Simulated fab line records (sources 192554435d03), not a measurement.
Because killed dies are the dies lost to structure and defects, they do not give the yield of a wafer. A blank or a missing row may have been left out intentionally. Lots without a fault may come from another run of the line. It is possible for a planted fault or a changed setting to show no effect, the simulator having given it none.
Chamber matching ; flow n5 finfet ; rie diel-01 running N5_BEOL_M3_VIA_ETCH_34: 4 sister chambers
The step etches the open film in C4F6/O2, target depth 69.4 nm, time 65.9 s. 16 wafers are shown with their chamber, then 8 later ones without.

== WAFERS WITH THEIR CHAMBER ==
wafer;chamber;oes product au (a.u.);drypump motor current A (A);showerhead plenum p Torr (Torr)
L076.2;3;0.87;5.6;3.00
L076.4;3;0.87;5.6;3.00
L076.6;1;0.67;5.6;2.89
L077.3;1;0.66;5.6;2.89
L077.4;2;0.78;5.7;2.87
L077.6;3;0.87;5.6;3.00
L078.1;3;0.87;5.6;3.00
L078.2;2;0.77;5.7;2.87
L078.4;2;0.78;5.7;2.87
L074.2;2;0.79;5.7;2.86
L074.3;3;0.88;5.6;2.99
L074.4;2;0.78;5.7;2.86
L079.1;3;0.88;5.5;2.99
L079.4;2;0.77;5.7;2.86
L079.6;3;0.87;5.6;2.99
L083.3;0;0.94;5.2;2.94

SIGNATURES, as means of the wafers listed above
reading;chamber 0;chamber 1;chamber 2;chamber 3;scatter within a chamber
oes product au;0.9400;0.6650;0.7783;0.8729;0.0063
drypump motor current A;5.200;5.600;5.700;5.586;0.0267
showerhead plenum p Torr;2.9400;2.8900;2.8650;2.9957;0.00518
Rule: distance of a wafer from a chamber = root of the sum over the readings of ((wafer's reading minus chamber's mean) / reading's scatter) squared. The wafer belongs to the nearest chamber; if the next one is less than 2 further off, it can't be placed. The scatter: the root of (the sum of the squares of (reading less its chamber's mean) over the shown wafers, divided by (wafers less chambers)).

== WAFERS WITHOUT THEIR CHAMBER ==
wafer;oes product au (a.u.);drypump motor current A (A);showerhead plenum p Torr (Torr)
L083.5;0.85;5.6;2.99
L083.6;0.76;5.7;2.86
L089.1;0.96;5.6;2.88
L089.4;0.84;5.6;2.98
L089.6;0.76;5.7;2.85
L092.1;0.74;5.7;2.84
L092.4;0.82;5.6;2.97
L092.5;0.82;5.6;2.97

== THE CHAMBER EACH PASSED THROUGH ==
wafer;from the rows above;in truth
L083.5;3;3
L083.6;2;2
L089.1;0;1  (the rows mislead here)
L089.4;3;3
L089.6;2;2
L092.1;2;2
L092.4;3;3
L092.5;3;3
Correct placement for 7 of the 8. Not placeable from these rows: 0. Number placed wrongly: 1.
